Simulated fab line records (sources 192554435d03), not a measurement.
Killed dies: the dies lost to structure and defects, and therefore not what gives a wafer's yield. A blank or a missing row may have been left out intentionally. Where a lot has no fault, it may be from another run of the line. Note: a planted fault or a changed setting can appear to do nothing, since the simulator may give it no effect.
Chamber matching + flow n5 finfet + N5_BEOL_M0_CUTY_ETCH_62 on rie diel-06 has 4 sister chambers
The step etches SiARC in CF4, time 58.5 s. 7 wafers are shown with their chamber, then 9 later ones without.

## EACH WAFER AND ITS CHAMBER
| wafer  | chamber | showerhead plenum p Torr (Torr) | drypump motor current A (A) |
|--------|---------|---------------------------------|-----------------------------|
| L079.3 | 0       | 2.11                            | 6.3                         |
| L079.6 | 1       | 2.12                            | 4.8                         |
| L081.3 | 3       | 2.16                            | 5.9                         |
| L081.5 | 2       | 2.29                            | 5.1                         |
| L084.2 | 2       | 2.28                            | 5.1                         |
| L084.3 | 3       | 2.16                            | 5.9                         |
| L084.5 | 0       | 2.11                            | 6.2                         |

## WAFERS MISSING THEIR CHAMBER
| wafer  | showerhead plenum p Torr (Torr) | drypump motor current A (A) |
|--------|---------------------------------|-----------------------------|
| L090.1 | 2.28                            | 5.1                         |
| L090.2 | 2.15                            | 5.9                         |
| L090.5 | 2.15                            | 5.9                         |
| L093.2 | 2.11                            | 4.8                         |
| L093.4 | 2.27                            | 5.1                         |
| L093.5 | 2.10                            | 6.2                         |
| L094.1 | 2.11                            | 4.8                         |
| L094.4 | 2.10                            | 6.3                         |
| L094.6 | 2.11                            | 4.8                         |

## CHAMBER TAKEN BY EACH
| wafer  | from the rows above | in truth |
|--------|---------------------|----------|
| L090.1 | 2                   | 2        |
| L090.2 | 3                   | 3        |
| L090.5 | 3                   | 3        |
| L093.2 | 1                   | 1        |
| L093.4 | 2                   | 2        |
| L093.5 | 0                   | 0        |
| L094.1 | 1                   | 1        |
| L094.4 | 0                   | 0        |
| L094.6 | 1                   | 1        |
Correct placement for 9 of the 9. Number that these rows cannot place: 0. Placed wrongly: 0.
How it was worked out, from the rows above alone: a wafer's distance from a chamber is the root of the sum, over the readings, of the square of ((its reading less the chamber's mean) divided by the reading's scatter). The wafer belongs to the nearest chamber; if the next one is less than 2 further off, it can't be placed. The mean given for a chamber averages the wafers shown for that chamber. How the scatter is found: for the shown wafers, subtract from each reading the mean of its chamber, square and add these, divide the total by (wafers less chambers), then take the root.
